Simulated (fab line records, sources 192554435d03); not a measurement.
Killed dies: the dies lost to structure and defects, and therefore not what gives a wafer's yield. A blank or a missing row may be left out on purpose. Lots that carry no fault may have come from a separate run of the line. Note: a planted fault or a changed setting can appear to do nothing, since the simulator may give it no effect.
Matching of chambers	flow n5 finfet	N5_MOL_CONTACT_COAG_ETCH_15 on rie diel-06 has 4 sister chambers
The step etches SiNx in CH3F/O2, stops on Si:P, target depth 7 nm. 27 wafers are shown with their chamber, then 12 later ones without.

## WAFERS PAIRED WITH THEIR CHAMBERS
wafer	chamber	showerhead plenum p Torr (Torr)	throttle valve pct (%)	oes product au (a.u.)
L078.1	3	1.99	16.63	0.57
L078.3	1	2.15	16.10	0.68
L078.5	3	1.99	16.63	0.57
L079.1	3	1.99	16.62	0.56
L079.2	2	2.06	16.61	0.51
L079.4	1	2.15	16.08	0.67
L080.1	2	2.06	16.61	0.52
L080.3	3	1.99	16.62	0.55
L080.4	0	2.10	16.39	0.59
L082.2	2	2.06	16.63	0.51
L082.4	2	2.06	16.63	0.51
L082.6	3	1.98	16.63	0.55
L083.1	3	1.98	16.65	0.56
L083.5	3	1.98	16.65	0.55
L083.6	0	2.10	16.38	0.59
L085.1	3	1.98	16.64	0.56
L085.4	2	2.06	16.65	0.51
L085.5	0	2.10	16.39	0.59
L086.1	2	2.06	16.64	0.51
L086.2	1	2.14	16.12	0.65
L086.5	1	2.14	16.12	0.65
L087.3	0	2.10	16.40	0.59
L087.4	3	1.98	16.64	0.55
L087.6	1	2.14	16.12	0.66
L089.1	3	1.98	16.67	0.55
L089.2	1	2.14	16.13	0.64
L089.4	0	2.10	16.42	0.58

SIGNATURES (means of the wafers above)
reading	chamber 0	chamber 1	chamber 2	chamber 3	scatter within a chamber
showerhead plenum p Torr	2.1000	2.1433	2.0600	1.9840	0.00403
throttle valve pct	16.3960	16.1117	16.6283	16.6380	0.0162
oes product au	0.5880	0.6583	0.5117	0.5570	0.00898
Rule: for a wafer and a chamber, the distance is found by dividing, reading by reading, the gap between the wafer's reading and the chamber's mean by the reading's scatter, squaring, summing and taking the root. If the next closest chamber is less than 2 further off than the closest, the wafer can't be placed; otherwise it belongs to the closest. The scatter: the root of (the sum of the squares of (reading less its chamber's mean) over the shown wafers, divided by (wafers less chambers)).

## WAFERS WITHOUT THEIR CHAMBER
wafer	showerhead plenum p Torr (Torr)	throttle valve pct (%)	oes product au (a.u.)
L090.3	2.14	16.13	0.65
L090.4	2.10	16.42	0.58
L090.6	2.14	16.14	0.64
L093.2	1.98	16.67	0.55
L093.5	2.14	16.16	0.63
L093.6	1.98	16.68	0.54
L094.1	2.05	16.12	0.73
L094.4	2.14	16.14	0.63
L094.6	1.97	16.68	0.54
L097.1	2.09	16.45	0.57
L097.2	1.97	16.69	0.54
L097.6	1.97	16.69	0.54

## EACH ONE'S CHAMBER
wafer	from the rows above	in truth
L090.3	1	1
L090.4	0	0
L090.6	1	1
L093.2	3	3
L093.5	1	1
L093.6	3	3
L094.1	can't be placed: 1 or 0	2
L094.4	1	1
L094.6	3	3
L097.1	0	0
L097.2	3	3
L097.6	3	3
11 of 12 placed correctly. Not placeable from these rows: 1 (in 0, the candidates include the true chamber). Number placed wrongly: 0.
